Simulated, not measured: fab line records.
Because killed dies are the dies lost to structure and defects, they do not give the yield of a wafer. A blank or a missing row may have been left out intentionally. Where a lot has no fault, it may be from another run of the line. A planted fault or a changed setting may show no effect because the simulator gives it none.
fab line records	flow n5-finfet
record lots=24	wafers=72	last-day=18
route steps=1938 shown BEOL_M2@881
lots that met no fault: taken from a fault-free run of the same line
start-h: start of the lot's first displayed wafer, in hours after the record's first day	wait-h: hours from the lot's prior step to this one	" as in the row above	L1.1+2: a row that stands for several wafers	- value missing, or start not given	* or withheld: withheld	< > ~ a bound
route shown NAME@n: NAME is a module with steps in the file, n the number in the route of the first one	usual: mean/standard deviation of fault-free wafers	same: alike in all rows	chamber/n: place in a boat	sites: readings site by site	_std_site: their standard deviation	_edge_site: inner sites' mean taken away from outer sites' mean	radius-mm: how far each site lies from the wafer's centre	mask NAME#n: copy n	behind: the last tool/chamber to shape the wafer	hold: the reason the lot was held/the length of the hold in hours/how it ended	device: the n, p or np transistor that did not switch	end of line: the same wafers' tests at the end of the route	a step with no rows: only its recipe	killed: count of dies lost to structure and defects at first sort (not the wafer's yield)	map: a wafer's dies, marking killed ones x, the rest . and places with no die _
set.NAME: the setting that was run; set.NAME@STEP: the one run at that earlier step	model.NAME: the simulator's own value behind a step, which no gauge read
steps of the route over a sample of lots; a table a step, a row a wafer
services: when a tool's chamber went out of use (start-h, in hours from the record's first day, below 0 if earlier), for how many hours, and the reason
## steps
# step N5_BEOL_M2_ETCH_69
# recipe chemistry=CF4	target=SiARC	target-depth-a=156	mask-material=CAR-EUV	time-s=26	ion-energy-ev=80	pressure-mtorr=40	source-w=545	bias-w=36	Ar_flow_sccm=100	cf4-flow-sccm=100	ends=cleared
# usual drypump-motor-current-A=5.7/0.31	etch-rf-on-time-s=25.1/0.7	oes-product-au=0.71/0.078	rf-vpp-V=183.9/1.2	showerhead-plenum-p-Torr=2.14/0.066	throttle-valve-pct=15.68/0.21
lot.wafer	tool	chamber	start-h	wait-h	drypump-motor-current-A	etch-rf-on-time-s	oes-product-au	rf-hours-counter-h	rf-vpp-V	showerhead-plenum-p-Torr	throttle-valve-pct
L074.1	rie-diel-03	0	141.15	0.0	5.5	24.9	0.62	177	185.8	2.21	15.97
L074.3	"	3	"	"	5.6	24.2	0.76	48	183.7	2.18	15.44
L074.5	"	2	"	"	5.7	25.6	0.65	-	182.9	2.07	15.64
L075.3	rie-diel-03	1	143.30	0.0	5.4	25.2	0.62	198	184.1	2.05	15.88
L075.4	"	0	"	"	5.5	25.3	0.62	178	185.0	2.21	15.97
L075.6	"	2	"	"	5.7	25.5	0.65	-	183.0	2.06	15.64
L076.1	rie-diel-03	0	147.66	0.0	5.5	25.1	0.61	180	186.3	2.21	15.98
L076.3	"	1	"	"	5.4	25.0	0.63	200	182.5	2.05	15.87
L076.6	"	1	"	"	5.4	25.2	0.62	-	182.5	2.05	15.89
L077.1	rie-diel-03	3	159.61	0.0	5.6	24.4	0.74	56	184.7	2.18	15.45
L077.3	"	0	"	"	5.5	25.3	0.61	187	184.2	2.20	16.00
L077.5	"	1	"	"	5.4	25.1	0.62	-	181.9	2.04	15.91
L078.2	rie-diel-05	0	163.57	0.0	5.8	25.6	0.64	180	183.6	2.11	15.54
L078.4	"	3	"	"	5.3	24.1	0.84	6	183.7	2.10	15.75
L078.5	"	2	"	"	5.9	24.7	0.81	-	182.5	2.11	15.83
L079.3	rie-diel-05	2	163.76	0.0	5.9	24.5	0.81	17	184.9	2.11	15.85
L079.4	"	0	"	"	5.8	25.9	0.64	180	182.3	2.11	15.54
L079.6	"	2	"	"	5.8	24.6	0.82	-	183.2	2.11	15.85
L080.1	rie-diel-05	0	170.01	0.0	5.8	26.0	0.64	183	182.6	2.11	15.55
L080.2	"	3	"	"	5.3	24.5	0.82	9	181.7	2.10	15.74
L080.6	"	3	"	"	5.3	24.4	0.82	-	183.7	2.10	15.73
L081.2	rie-diel-01	2	186.84	0.0	6.2	25.1	0.82	19	185.3	2.20	15.55
L081.4	"	0	"	"	6.2	24.9	0.69	130	182.8	2.17	15.82
L081.5	"	3	"	"	5.1	25.2	0.84	-	184.8	2.27	15.29
L082.2	rie-diel-03	0	191.21	0.0	5.5	25.2	0.61	200	184.3	2.20	16.03
L082.4	"	2	"	"	5.7	25.6	0.63	171	182.2	2.06	15.65
L082.6	"	2	"	"	5.7	25.7	0.64	-	182.1	2.06	15.64
L084.1	rie-diel-01	1	196.23	0.0	5.9	26.8	0.66	119	186.8	2.22	15.43
L084.3	"	2	"	"	6.2	24.8	0.81	23	184.3	2.20	15.55
L084.4	"	3	"	"	5.1	25.4	0.82	7	185.6	2.27	15.29
L083.2	rie-diel-03	3	197.25	0.0	5.7	24.1	0.74	72	183.0	2.18	15.49
L083.4	"	2	"	"	5.7	25.3	0.64	174	182.6	2.06	15.64
L083.5	"	2	"	"	5.7	25.1	0.64	-	181.6	2.06	15.63
L085.3	rie-diel-03	2	210.93	0.0	5.7	25.6	0.63	178	183.0	2.06	15.66
L085.5	"	2	"	"	5.8	25.9	0.63	-	183.0	2.06	15.66
L085.6	"	3	"	"	5.6	24.4	0.73	-	184.3	2.17	15.50
L086.1	rie-diel-05	3	219.82	0.0	5.3	24.5	0.80	20	185.4	2.10	15.76
L086.2	"	1	"	"	5.8	26.0	0.73	58	184.4	2.20	15.44
L086.5	"	2	"	"	5.9	24.4	0.80	-	183.2	2.11	15.87
L087.2	rie-diel-03	1	223.53	0.0	5.4	25.3	0.60	231	182.9	2.04	15.94
L087.4	"	0	"	"	5.5	25.2	0.60	211	184.9	2.20	16.05
L087.6	"	2	"	"	5.7	25.8	0.63	-	183.4	2.06	15.69
L088.2	rie-diel-05	1	226.55	0.0	5.8	25.5	0.73	60	185.0	2.20	15.43
L088.3	"	2	"	"	5.8	23.8	0.80	32	183.3	2.11	15.87
L088.5	"	0	"	"	5.8	25.2	0.63	-	183.4	2.10	15.57
L089.2	rie-diel-03	1	231.01	0.0	5.4	25.2	0.60	233	183.7	2.04	15.96
L089.4	"	2	"	"	5.7	26.0	0.63	186	183.1	2.06	15.67
L089.6	"	1	"	"	5.4	25.2	0.60	-	181.2	2.04	15.95
L091.2	rie-diel-05	3	235.69	0.0	5.3	24.5	0.79	25	183.6	2.09	15.78
L091.4	"	0	"	"	5.8	25.7	0.63	200	182.4	2.10	15.60
L091.6	"	3	"	"	5.3	24.7	0.79	-	184.7	2.09	15.77
L090.1	rie-diel-01	2	239.97	0.0	6.2	24.7	0.79	39	183.7	2.19	15.59
L090.5	"	2	"	"	6.2	24.9	0.78	-	184.1	2.19	15.60
L090.6	"	3	"	"	5.2	25.2	0.78	-	185.1	2.26	15.32
L092.2	rie-diel-01	2	245.69	0.0	6.2	24.6	0.79	40	183.9	2.19	15.58
L092.5	"	0	"	"	6.2	24.9	0.67	-	183.0	2.16	15.85
L092.6	"	3	"	"	5.1	25.4	0.78	-	185.2	2.26	15.33
L093.3	rie-diel-05	0	253.27	0.0	5.8	25.3	0.62	207	183.7	2.10	15.60
L093.4	"	2	"	"	5.9	24.2	0.78	41	181.7	2.11	15.89
L093.5	"	3	"	"	5.3	24.1	0.78	-	182.7	2.09	15.78
L094.4	rie-diel-05	0	259.18	0.0	5.8	25.6	0.63	208	182.1	2.10	15.59
L094.5	"	0	"	"	5.8	25.3	0.63	-	182.8	2.10	15.61
L094.6	"	3	"	"	5.3	24.2	0.78	-	183.8	2.09	15.79
L095.1	rie-diel-01	2	261.11	0.0	6.2	24.9	0.78	46	184.1	2.19	15.61
L095.5	"	3	"	"	5.1	25.6	0.77	-	185.0	2.26	15.34
L095.6	"	2	"	"	6.2	24.6	0.78	-	184.3	2.19	15.60
L097.1	rie-diel-01	0	275.89	0.0	6.2	25.1	0.66	160	183.6	2.16	15.86
L097.4	"	2	"	"	6.2	25.3	0.76	51	184.9	2.19	15.62
L097.5	"	2	"	"	6.2	25.0	0.76	-	184.5	2.19	15.60
L096.1	rie-diel-05	0	285.18	0.0	5.8	25.5	0.62	215	185.5	2.10	15.61
L096.2	"	2	"	"	5.9	24.3	0.78	52	184.0	2.10	15.90
L096.3	"	3	"	"	5.3	24.5	0.75	44	184.1	2.09	15.82
# step N5_BEOL_M2_ALD_98
# recipe material=SiO2	target-thk-a=25	temp-c=100	ald-precursor-family=BDEAS	ald-co-reactant=O2-plasma	pulse-time-s=1	co-reactant-pulse-time-s=1	purge-time-s=2	co-reactant-purge-time-s=2	ald-cycles=17	pressure-torr=2
# usual heater-power-w=74/6.6	precursor-pulse-height-rel=1.004/0.019
lot.wafer	tool	chamber	start-h	wait-h	heater-power-w	precursor-pulse-height-rel
L074.1	ald-sin-04	3	141.24	0.1	73	1.030
L074.3	"	0	"	"	84	0.999
L074.5	"	1	"	"	78	0.995
L075.3	ald-sin-03	0	143.39	0.1	69	1.002
L075.4	"	3	"	"	75	1.021
L075.6	"	3	"	"	76	1.014
L076.1	ald-sin-02	1	147.74	0.1	83	0.994
L076.3	"	0	"	"	74	0.986
L076.6	"	1	"	"	87	1.030
L077.1	ald-sin-03	2	159.69	0.1	81	1.006
L077.3	"	0	"	"	68	0.997
L077.5	"	1	"	"	69	1.020
L078.2	ald-sin-02	0	163.91	0.3	74	0.982
L078.4	"	3	"	"	73	0.999
L078.5	"	3	"	"	74	1.012
L079.3	ald-sin-02	1	164.01	0.2	84	1.020
L079.4	"	3	"	"	74	1.015
L079.6	"	2	"	"	59	1.011
L080.1	ald-sin-03	0	170.09	0.1	69	0.956
L080.2	"	1	"	"	69	1.017
L080.6	"	2	"	"	83	1.023
L081.2	ald-sin-04	0	186.98	0.1	84	0.965
L081.4	"	2	"	"	76	0.990
L081.5	"	0	"	"	84	1.003
L082.2	ald-sin-02	0	191.62	0.4	73	0.987
L082.4	"	1	"	"	82	1.016
L082.6	"	1	"	"	77	0.996
L084.1	ald-sin-03	1	196.32	0.1	69	1.000
L084.3	"	2	"	"	80	0.985
L084.4	"	0	"	"	69	1.026
L083.2	ald-sin-03	2	197.33	0.1	81	1.044
L083.4	"	3	"	"	76	1.011
L083.5	"	0	"	"	69	1.036
L085.3	ald-sin-04	1	211.19	0.2	78	1.012
L085.5	"	1	"	"	77	1.003
L085.6	"	2	"	"	76	1.009
L086.1	ald-sin-03	0	219.90	0.1	69	0.983
L086.2	"	3	"	"	76	1.017
L086.5	"	0	"	"	69	0.996
L087.2	ald-sin-03	2	224.30	0.7	83	0.999
L087.4	"	1	"	"	70	0.975
L087.6	"	2	"	"	83	1.005
L088.2	ald-sin-04	0	226.63	0.1	83	1.017
L088.3	"	3	"	"	74	1.035
L088.5	"	3	"	"	76	1.009
L089.2	ald-sin-03	0	231.28	0.2	67	1.002
L089.4	"	2	"	"	82	1.009
L089.6	"	1	"	"	68	1.011
L091.2	ald-sin-04	2	235.84	0.1	77	0.994
L091.4	"	2	"	"	78	0.994
L091.6	"	0	"	"	84	1.007
L090.1	ald-sin-03	0	240.05	0.1	69	0.979
L090.5	"	0	"	"	67	1.000
L090.6	"	3	"	"	77	1.017
L092.2	ald-sin-02	0	245.88	0.2	74	1.044
L092.5	"	3	"	"	70	1.040
L092.6	"	2	"	"	58	1.010
L093.3	ald-sin-03	1	253.35	0.1	69	1.002
L093.4	"	2	"	"	82	0.988
L093.5	"	1	"	"	71	1.003
L094.4	ald-sin-02	1	259.27	0.1	79	1.006
L094.5	"	3	"	"	71	1.011
L094.6	"	0	"	"	75	1.001
L095.1	ald-sin-03	0	261.20	0.1	68	0.964
L095.5	"	3	"	"	76	1.054
L095.6	"	0	"	"	69	1.015
L097.1	ald-sin-02	2	276.03	0.1	59	1.008
L097.4	"	1	"	"	79	0.989
L097.5	"	1	"	"	79	0.997
L096.1	ald-sin-04	3	285.27	0.1	72	0.971
L096.2	"	2	"	"	72	0.997
L096.3	"	1	"	"	74	1.025
# step N5_BEOL_M2_ALD_84
# recipe material=TaN	target-thk-a=*	temp-c=275	ald-precursor-family=PDMAT	ald-co-reactant=NH3	pressure-torr=3	carrier-flow-sccm=1500	pulse-time-s=2	purge-time-s=3	co-reactant-purge-time-s=2	co-reactant-pulse-time-s=3	ald-cycles=30	precursor-vessel-temp-c=75	precursor-vessel-pressure-torr=26.25	precursor-vessel-carrier-sccm=1000
# usual heater-power-w=425/35
lot.wafer	tool	chamber	start-h	wait-h	heater-power-w
L074.1	ald-metal-01	2	159.25	0.0	389
L074.3	"	3	"	"	439
L074.5	"	1	"	"	406
L075.3	ald-metal-04	1	159.43	0.1	420
L075.4	"	3	"	"	381
L075.6	"	1	"	"	417
L076.1	ald-metal-03	1	159.49	0.0	475
L076.3	"	0	"	"	382
L076.6	"	3	"	"	420
L077.1	ald-metal-04	3	162.93	0.0	396
L077.3	"	2	"	"	462
L077.5	"	2	"	"	471
L078.2	ald-metal-01	1	165.54	0.0	409
L078.4	"	0	"	"	399
L078.5	"	1	"	"	396
L079.3	ald-metal-03	2	169.44	0.1	473
L079.4	"	3	"	"	416
L079.6	"	3	"	"	417
L080.1	ald-metal-04	0	172.64	0.1	408
L080.2	"	2	"	"	467
L080.6	"	1	"	"	422
L081.2	ald-metal-04	3	197.15	0.1	397
L081.4	"	0	"	"	423
L081.5	"	0	"	"	400
L082.2	ald-metal-03	1	197.70	0.0	482
L082.4	"	2	"	"	477
L082.6	"	0	"	"	368
L084.1	ald-metal-01	2	200.74	0.1	383
L084.3	"	1	"	"	410
L084.4	"	0	"	"	409
L083.2	ald-metal-03	1	203.49	0.1	489
L083.4	"	0	"	"	379
L083.5	"	1	"	"	487
L085.3	ald-metal-01	3	221.65	0.0	438
L085.5	"	3	"	"	433
L085.6	"	0	"	"	406
L086.1	ald-metal-01	2	225.28	0.0	393
L086.2	"	3	"	"	449
L086.5	"	3	"	"	429
L087.2	ald-metal-03	3	225.42	0.0	427
L087.4	"	2	"	"	479
L087.6	"	2	"	"	467
L088.2	ald-metal-01	2	228.74	0.0	398
L088.3	"	0	"	"	409
L088.5	"	0	"	"	410
L089.2	ald-metal-04	3	233.97	0.0	376
L089.4	"	0	"	"	415
L089.6	"	1	"	"	422
L091.2	ald-metal-04	3	239.36	0.1	402
L091.4	"	1	"	"	422
L091.6	"	1	"	"	416
L090.1	ald-metal-03	2	247.34	0.1	475
L090.5	"	2	"	"	473
L090.6	"	1	"	"	487
L092.2	ald-metal-04	2	247.75	0.2	471
L092.5	"	2	"	"	470
L092.6	"	3	"	"	392
L093.3	ald-metal-03	0	255.33	0.1	379
L093.4	"	3	"	"	422
L093.5	"	3	"	"	420
L094.4	ald-metal-04	2	269.57	0.1	466
L094.5	"	3	"	"	392
L094.6	"	2	"	"	475
L095.1	ald-metal-04	2	270.28	0.3	472
L095.5	"	0	"	"	423
L095.6	"	1	"	"	424
L097.1	ald-metal-04	0	279.91	0.0	419
L097.4	"	2	"	"	479
L097.5	"	3	"	"	400
L096.1	ald-metal-03	0	289.60	0.0	386
L096.2	"	2	"	"	469
L096.3	"	1	"	"	486
# step N5_BEOL_M2_ANNEAL_82
# recipe temp-c=400	time-s=240	ambient=vacuum
# usual heater-power-w=839/54
lot.wafer	tool	chamber	start-h	wait-h	heater-power-w
L074.1	pvd-sputter-02	-	160.33	0.0	822
L074.3	"	-	"	"	832
L074.5	"	-	"	"	831
L075.3	pvd-sputter-01	-	160.53	0.0	836
L075.4	"	-	"	"	717
L075.6	"	-	"	"	899
L076.1	pvd-sputter-03	-	161.04	0.0	785
L076.3	"	-	"	"	910
L076.6	"	-	"	"	764
L077.1	pvd-sputter-02	-	164.12	0.0	771
L077.3	"	-	"	"	919
L077.5	"	-	"	"	933
L078.2	pvd-sputter-02	-	168.34	0.0	836
L078.4	"	-	"	"	769
L078.5	"	-	"	"	912
L079.3	pvd-sputter-02	-	170.66	0.0	928
L079.4	"	-	"	"	759
L079.6	"	-	"	"	921
L080.1	pvd-sputter-03	-	173.69	0.0	747
L080.2	"	-	"	"	851
L080.6	"	-	"	"	817
L081.2	pvd-sputter-03	-	198.18	0.0	825
L081.4	"	-	"	"	896
L081.5	"	-	"	"	791
L082.2	pvd-sputter-02	-	198.70	0.0	841
L082.4	"	-	"	"	788
L082.6	"	-	"	"	927
L084.1	pvd-sputter-01	-	201.88	0.0	728
L084.3	"	-	"	"	836
L084.4	"	-	"	"	918
L083.2	pvd-sputter-02	-	204.72	0.0	803
L083.4	"	-	"	"	828
L083.5	"	-	"	"	808
L085.3	pvd-sputter-02	-	222.64	0.0	875
L085.5	"	-	"	"	824
L085.6	"	-	"	"	897
L086.1	pvd-sputter-01	-	226.37	0.0	743
L086.2	"	-	"	"	825
L086.5	"	-	"	"	820
L087.2	pvd-sputter-03	-	226.52	0.0	834
L087.4	"	-	"	"	903
L087.6	"	-	"	"	902
L088.2	pvd-sputter-02	-	230.03	0.0	901
L088.3	"	-	"	"	821
L088.5	"	-	"	"	831
L089.2	pvd-sputter-02	-	236.63	0.0	910
L089.4	"	-	"	"	820
L089.6	"	-	"	"	847
L091.2	pvd-sputter-01	-	244.26	0.0	857
L091.4	"	-	"	"	901
L091.6	"	-	"	"	729
L090.1	pvd-sputter-03	-	248.41	0.0	836
L090.5	"	-	"	"	847
L090.6	"	-	"	"	820
L092.2	pvd-sputter-03	-	250.25	0.0	804
L092.5	"	-	"	"	783
L092.6	"	-	"	"	838
L093.3	pvd-sputter-02	-	258.17	0.0	888
L093.4	"	-	"	"	840
L093.5	"	-	"	"	776
L094.4	pvd-sputter-01	-	271.03	0.0	939
L094.5	"	-	"	"	854
L094.6	"	-	"	"	826
L095.1	pvd-sputter-03	-	272.51	0.0	853
L095.5	"	-	"	"	848
L095.6	"	-	"	"	894
L097.1	pvd-sputter-01	-	281.22	0.0	722
L097.4	"	-	"	"	830
L097.5	"	-	"	"	930
L096.1	pvd-sputter-03	-	290.85	0.0	917
L096.2	"	-	"	"	810
L096.3	"	-	"	"	783
# step N5_BEOL_M2_SPUTTER_92
# recipe material=Cu	target-thk-a=45	temp-c=-20	chamber-pressure-pa=0.07	power-w=withheld	time-s=8.29
# usual throttle-valve-pct=30.5/0.84
lot.wafer	tool	chamber	start-h	wait-h	throttle-valve-pct
L074.1	pvd-sputter-02	-	161.13	0.1	30.6
L074.3	"	-	"	"	30.6
L074.5	"	-	"	"	30.7
L075.3	pvd-sputter-01	-	161.33	0.1	31.1
L075.4	"	-	"	"	31.8
L075.6	"	-	"	"	30.0
L076.1	pvd-sputter-03	-	161.84	0.1	30.9
L076.3	"	-	"	"	32.2
L076.6	"	-	"	"	31.0
L077.1	pvd-sputter-02	-	164.92	0.1	29.8
L077.3	"	-	"	"	30.5
L077.5	"	-	"	"	30.4
L078.2	pvd-sputter-02	-	169.14	0.1	30.6
L078.4	"	-	"	"	29.9
L078.5	"	-	"	"	30.6
L079.3	pvd-sputter-02	-	171.46	0.1	30.4
L079.4	"	-	"	"	29.9
L079.6	"	-	"	"	30.6
L080.1	pvd-sputter-03	-	174.49	0.1	30.9
L080.2	"	-	"	"	29.7
L080.6	"	-	"	"	29.1
L081.2	pvd-sputter-03	-	198.98	0.1	29.7
L081.4	"	-	"	"	32.1
L081.5	"	-	"	"	31.1
L082.2	pvd-sputter-02	-	199.50	0.1	30.4
L082.4	"	-	"	"	29.9
L082.6	"	-	"	"	30.3
L084.1	pvd-sputter-01	-	202.68	0.1	31.5
L084.3	"	-	"	"	31.4
L084.4	"	-	"	"	30.2
L083.2	pvd-sputter-02	-	205.59	0.1	30.5
L083.4	"	-	"	"	30.7
L083.5	"	-	"	"	30.4
L085.3	pvd-sputter-02	-	223.44	0.1	30.3
L085.5	"	-	"	"	30.7
L085.6	"	-	"	"	30.7
L086.1	pvd-sputter-01	-	227.17	0.1	31.9
L086.2	"	-	"	"	31.5
L086.5	"	-	"	"	31.5
L087.2	pvd-sputter-03	-	227.32	0.1	29.1
L087.4	"	-	"	"	32.0
L087.6	"	-	"	"	32.2
L088.2	pvd-sputter-02	-	230.83	0.1	30.5
L088.3	"	-	"	"	30.4
L088.5	"	-	"	"	30.5
L089.2	pvd-sputter-02	-	237.43	0.1	30.6
L089.4	"	-	"	"	30.4
L089.6	"	-	"	"	30.7
L091.2	pvd-sputter-01	-	245.06	0.1	30.3
L091.4	"	-	"	"	30.3
L091.6	"	-	"	"	31.6
L090.1	pvd-sputter-03	-	249.21	0.1	29.7
L090.5	"	-	"	"	29.6
L090.6	"	-	"	"	28.8
L092.2	pvd-sputter-03	-	251.05	0.1	29.2
L092.5	"	-	"	"	31.1
L092.6	"	-	"	"	29.2
L093.3	pvd-sputter-02	-	258.97	0.1	30.3
L093.4	"	-	"	"	30.5
L093.5	"	-	"	"	29.6
L094.4	pvd-sputter-01	-	271.83	0.1	29.9
L094.5	"	-	"	"	30.7
L094.6	"	-	"	"	31.3
L095.1	pvd-sputter-03	-	273.31	0.1	29.7
L095.5	"	-	"	"	29.8
L095.6	"	-	"	"	32.1
L097.1	pvd-sputter-01	-	282.02	0.1	31.6
L097.4	"	-	"	"	31.3
L097.5	"	-	"	"	30.1
L096.1	pvd-sputter-03	-	291.65	0.1	32.2
L096.2	"	-	"	"	29.5
L096.3	"	-	"	"	31.1
# step N5_BEOL_M2_RS_MEAS_58
# recipe thk-meas-gauge=four-point-probe	reads=Co_of_BEOL_M2_CO_CAP_55+Cu_of_BEOL_M2_ECD_50+Co_of_BEOL_M2_CVD_47+TaN_of_BEOL_M2_ALD_84
# usual M2_RS=0.66/0.038
lot.wafer	tool	chamber	start-h	wait-h	M2_RS[ohm/sq]
L074.1	film-metro-02	-	162.62	0.0	0.64
L074.3	"	-	"	"	0.62
L074.5	"	-	"	"	0.64
L075.3	film-metro-02	-	162.82	0.1	0.73
L075.4	"	-	"	"	0.63
L075.6	"	-	"	"	0.74
L076.1	film-metro-01	-	163.33	0.0	0.61
L076.3	"	-	"	"	0.67
L076.6	"	-	"	"	0.70
L077.1	film-metro-01	-	166.42	0.0	0.64
L077.3	"	-	"	"	0.64
L077.5	"	-	"	"	0.63
L078.2	film-metro-01	-	170.63	0.1	0.61
L078.4	"	-	"	"	0.62
L078.5	"	-	"	"	0.63
L079.3	film-metro-01	-	172.95	0.1	0.63
L079.4	"	-	"	"	0.62
L079.6	"	-	"	"	0.64
L080.1	film-metro-02	-	176.02	0.1	0.67
L080.2	"	-	"	"	0.75
L080.6	"	-	"	"	0.67
L081.2	film-metro-02	-	200.47	0.1	0.68
L081.4	"	-	"	"	0.58
L081.5	"	-	"	"	0.72
L082.2	film-metro-02	-	201.00	0.1	0.68
L082.4	"	-	"	"	0.72
L082.6	"	-	"	"	0.75
L084.1	film-metro-01	-	204.19	0.0	0.59
L084.3	"	-	"	"	0.58
L084.4	"	-	"	"	0.63
L083.2	film-metro-02	-	207.12	0.1	0.69
L083.4	"	-	"	"	0.62
L083.5	"	-	"	"	0.66
L085.3	film-metro-02	-	224.98	0.1	0.62
L085.5	"	-	"	"	0.64
L085.6	"	-	"	"	0.62
L086.1	film-metro-02	-	228.65	0.0	0.68
L086.2	"	-	"	"	0.71
L086.5	"	-	"	"	0.69
L087.2	film-metro-02	-	228.86	0.1	0.63
L087.4	"	-	"	"	0.62
L087.6	"	-	"	"	0.64
L088.2	film-metro-01	-	232.32	0.1	0.67
L088.3	"	-	"	"	0.74
L088.5	"	-	"	"	0.68
L089.2	film-metro-01	-	239.19	0.1	0.60
L089.4	"	-	"	"	0.67
L089.6	"	-	"	"	0.62
L091.2	film-metro-01	-	246.55	0.1	0.67
L091.4	"	-	"	"	0.65
L091.6	"	-	"	"	0.72
L090.1	film-metro-02	-	250.70	0.0	0.61
L090.5	"	-	"	"	0.64
L090.6	"	-	"	"	0.64
L092.2	film-metro-02	-	252.71	0.1	0.61
L092.5	"	-	"	"	0.64
L092.6	"	-	"	"	0.63
L093.3	film-metro-02	-	260.77	0.1	0.65
L093.4	"	-	"	"	0.65
L093.5	"	-	"	"	0.66
L094.4	film-metro-01	-	273.33	0.0	0.73
L094.5	"	-	"	"	0.68
L094.6	"	-	"	"	0.73
L095.1	film-metro-02	-	274.94	0.0	0.64
L095.5	"	-	"	"	0.61
L095.6	"	-	"	"	0.62
L097.1	film-metro-01	-	283.65	0.0	0.69
L097.4	"	-	"	"	0.73
L097.5	"	-	"	"	0.68
L096.1	film-metro-01	-	293.14	0.1	0.64
L096.2	"	-	"	"	0.62
L096.3	"	-	"	"	0.66
## services
tool	chamber	start-h	hours	kind
ald-metal-04	0	122.42	2.0	repair
ald-metal-03	0	127.05	11.6	repair
pvd-sputter-01	-	137.28	15.4	repair
ald-metal-04	0	138.99	24.5	repair
ald-metal-04	3	140.65	11.8	repair
rie-diel-05	-	143.37	14.6	pm
rie-diel-03	3	149.91	2.5	repair
ald-sin-03	2	160.21	7.0	repair
ald-sin-02	-	177.62	14.0	pm
rie-diel-05	-	180.40	15.6	pm
ald-metal-04	-	202.39	0.8	repair
ald-sin-02	0	203.30	2.6	repair
ald-metal-04	-	207.84	2.8	pm
ald-sin-03	-	224.47	0.7	repair
rie-diel-03	-	253.52	0.4	repair
ald-metal-03	2	256.20	1.8	repair
rie-diel-05	0	265.47	8.7	repair
ald-metal-03	-	267.58	14.6	pm
ald-sin-03	1	277.97	10.4	repair
rie-diel-05	2	279.25	2.4	repair
ald-metal-03	3	285.55	13.2	repair
rie-diel-05	0	287.52	1.8	repair
pvd-sputter-02	-	288.91	7.9	repair
rie-diel-05	1	290.79	6.3	repair
## key
fault none
